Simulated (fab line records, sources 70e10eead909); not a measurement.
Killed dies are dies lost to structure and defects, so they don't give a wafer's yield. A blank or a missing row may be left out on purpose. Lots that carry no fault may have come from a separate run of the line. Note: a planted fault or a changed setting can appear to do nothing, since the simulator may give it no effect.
Matching of chambers    flow nand-harc    rie-diel-01 running NHARC_P_BONDPAD_STRIP_15: 4 sister chambers
The step strips in O2. 7 wafers are shown with their chamber, then 8 later ones without.

== EACH WAFER AND ITS CHAMBER ==
wafer   chamber  drypump-motor-current-A (A)  throttle-valve-pct (%)
L356.2  0        5.9                          17.049
L361.1  3        6.1                          17.030
L367.3  1        6.4                          17.023
L367.4  3        6.0                          17.051
L368.5  1        6.4                          17.043
L368.6  2        6.0                          17.051
L372.3  2        5.9                          17.049

== WAFERS MISSING THEIR CHAMBER ==
wafer   drypump-motor-current-A (A)  throttle-valve-pct (%)
L372.4  6.1                          17.043
L372.6  6.1                          17.041
L373.2  6.4                          17.033
L373.4  6.0                          17.030
L373.6  6.4                          17.038
L374.3  6.4                          17.033
L374.4  6.0                          17.042
L374.6  6.1                          17.046

== THE CHAMBER EACH PASSED THROUGH ==
wafer   from the rows above           in truth
L372.4  can't be placed: 3 or 2       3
L372.6  can't be placed: 3 or 2       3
L373.2  1                             1
L373.4  can't be placed: 3 or 2 or 0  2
L373.6  1                             1
L374.3  1                             1
L374.4  can't be placed: 3 or 2 or 0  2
L374.6  can't be placed: 3 or 2       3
Placed correctly: 3 of 8. From these rows, 5 cannot be placed; in 5 the true chamber is one of the candidates. Wrongly placed: 0.
How it was worked out, from the rows above alone: a wafer's distance from a chamber is the root of the sum, over the readings, of the square of ((its reading less the chamber's mean) divided by the reading's scatter). The wafer belongs to the nearest chamber; if the next one is less than 2 further off, it can't be placed. Each chamber's mean is taken over the wafers shown for it. How the scatter is found: for the shown wafers, subtract from each reading the mean of its chamber, square and add these, divide the total by (wafers less chambers), then take the root.
